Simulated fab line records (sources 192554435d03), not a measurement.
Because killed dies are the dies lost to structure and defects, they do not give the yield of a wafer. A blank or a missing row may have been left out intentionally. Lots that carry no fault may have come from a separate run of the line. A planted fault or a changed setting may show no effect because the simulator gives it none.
Comparing a struck lot with a sound one + flow n5Finfet + 37 steps out of a route of 1938
Sound: these wafers, L112.1, L112.3, L112.4. The struck wafers were L118.1, L118.3, L118.5. The cause comes at the end.
At each step with rows: each side's tool, then ch and its chambers, then its first start. Under that, the readings that differ: sound wafers + struck wafers + difference of the means + sigmas: that difference in standard deviations of wafers without a fault.
alike: a reading whose means differ by less than 2 such deviations, as well as words and numbers matching on both sides. not compared: withheld readings; readings where some wafer has no value; bounds like >300 that might hide an equal value; numbers whose values overlap and for which the record gives no deviation.
Wherever a step has rows on one side only, a row that says differs or no value, or a row with sigmas, the two part there. Non-overlapping numbers with no deviation appear without sigmas and do not part them. Lack of a reading on every wafer of one side parts them only where that side has two or more wafers.

first, 9 steps without rows for these wafers: N5_BEOL_M4_ANNEAL_95 (time 240 s); N5_BEOL_M4_SPUTTER_96 (material Cu, target thk 4.5 nm, time 8.29 s); N5_BEOL_M4_ECD_50 (material Cu, target thk 300 nm); N5_BEOL_M4_ANNEAL_51 (time 90 s); N5_BEOL_M4_CMP_52 (polishes, stops on SiOC, t overpolish 6.8 s, target thk 40 nm); N5_BEOL_M4_PRE_CLEAN_60 (time 15 s); N5_BEOL_M4_CO_CAP_55 (material Co, precursor CCTBA/H2, target thk 2 nm, time 102.1 s); N5_BEOL_M4_PRE_CLEAN_56 (time 15 s); N5_BEOL_M4_DEP_57 (deposits SiCN from 3MS/NH3, target thk 8 nm, time 14 s).
N5_BEOL_M4_RC_MEAS_101:
  sound on prober-02 ch 0, day 9 21:07; struck on prober-01 ch 0, day 10 16:01
  alike: DIBL_N, DIBL_P, IOFF_N, IOFF_P, ION_N, ION_P, SS_N, SS_P, VT_N, VT_P
then, 24 steps without rows for these wafers: N5_BEOL_M5_ILD_DEP_00 (deposits SiCOH lowk from DEMS/porogen, target thk 140.64 nm, time 25.9 s); N5_BEOL_M5_CURE_79 (cures SiCOH lowk, time 240 s); N5_BEOL_M5_PECVD_70 (deposits SiO2 from TEOS/O2, target thk 16 nm, time 18 s); N5_BEOL_M5_HM_DEP_02 (deposits TiN, target thk 20 nm); N5_BEOL_M5_COAT_59 (time 60 s, resist thk 60 nm); N5_BEOL_M5_COAT_60 (time 60 s, resist thk 12 nm); N5_BEOL_M5_COAT_71 (time 60 s, resist thk 5 nm); N5_BEOL_M5_COAT_05 (resist thk 30 nm); N5_BEOL_M5_EBR_07; N5_BEOL_M5_SOFTBAKE_06 (time 60 s); N5_BEOL_M5_EXPOSE_08 (exposes mask M5, target cd 28 nm); N5_BEOL_M5_PEB_09 (peb time 60 s); N5_BEOL_M5_DEVELOP_10 (develop time 30 s); N5_BEOL_M5_DESCUM_16 (chemistry O2, time 7 s); N5_BEOL_M5_ETCH_72 (etches underlayer in N2/H2, target depth 6.5 nm, time 5.2 s); N5_BEOL_M5_ETCH_61 (etches SiARC in CF4, target depth 15.6 nm, time 26 s); N5_BEOL_M5_ETCH_62 (etches SOC in N2/H2, target depth 75 nm, overetch 15 nm, time 112.5 s); N5_BEOL_M5_STRIP_63 (strips in N2/H2); N5_BEOL_M5_STRIP_73 (strips in N2/H2); N5_BEOL_M5_STRIP_64 (strips in CF4); N5_BEOL_M5_HM_OPEN_17 (chemistry Cl2/BCl3, target TiN, target depth 20 nm, overetch 6 nm); N5_BEOL_M5_STRIP_19 (strips in O2); N5_BEOL_M5_COAT_65 (time 60 s, resist thk 60 nm); N5_BEOL_M5_COAT_66 (time 60 s, resist thk 12 nm).
-- a jump in the record: the struck wafers' starts before and after are 3 days apart (it breaks off in module BEOL_M5 and resumes in module BEOL_M13, where the first step shown is number 1693 of the route) --
N5_BEOL_M13_ETCH_67: etches SiARC in CF4, target depth 143 nm, time 238.3 s.
  sound on rieDiel-06 ch 1,2,3, day 12 20:07; struck on rieDiel-06 ch 0,1, day 13 18:37
  no value came back on the struck wafers for any of 11 readings (biasW (W), cf4FlowSccm (sccm) and others); on the sound wafers biasW (W) reads 36.10 35.86 36.11
| reading                                   | sound             | struck          | difference | sigmas |
|-------------------------------------------|-------------------|-----------------|------------|--------|
| model.coat_of_BEOL_M13_COAT_22.thkNm (nm) | 210.8 211.4 210.8 | 284 283.8 284.4 | +73        |        |
N5_BEOL_M13_OCD_MEAS_35:
  sound: ocd-01 at day 12 20:40; struck: ocd-02 at day 13 19:10
| reading            | sound       | struck | difference                    | sigmas |
|--------------------|-------------|--------|-------------------------------|--------|
| trenchDepthNm (nm) | 415 415 419 | - - -  | no value on the struck wafers |        |
N5_PASSIVATION_PROBE_49:
  sound: prober-02 at day 14 15:26; struck: prober-01 at day 15 07:06
| reading                 | sound          | struck         | difference | sigmas      |
|-------------------------|----------------|----------------|------------|-------------|
| defectLimitedYield (%)  | 90.5 90.3 88.9 | 0 0 0          | -90        | -60         |
| killed_at_M4_up         | 14 24 9        | 1129 1114 1113 | +1103      | +99 or more |
| killedDies              | 112 115 131    | 1180 1180 1180 | +1061      | +59         |
| killedOnRim             | 13 15 20       | 152 152 152    | +136       | +37         |
| killedShort             | 42 43 41       | 16 22 29       | -20        | -2          |
| sort_bin_5_function (%) | 6.2 6.0 6.0    | 97.6 96.8 97.8 | +91.3      | +91         |
| sortNPass               | 1068 1065 1049 | 0 0 0          | -1061      | -59         |
| sortYieldPct (%)        | 90.5 90.3 88.9 | 0 0 0          | -90        | -60         |
  alike: killed_at_M0_to_M3, killedAtContacts, killedAtFrontEnd, killedAtOther, killedOpen, sort_bin_6_memory

== WHERE THEY PART ==
Last at N5_PASSIVATION_PROBE_49 as far as this record goes, first at N5_BEOL_M13_ETCH_67.

WHY: what had been put in by the simulator
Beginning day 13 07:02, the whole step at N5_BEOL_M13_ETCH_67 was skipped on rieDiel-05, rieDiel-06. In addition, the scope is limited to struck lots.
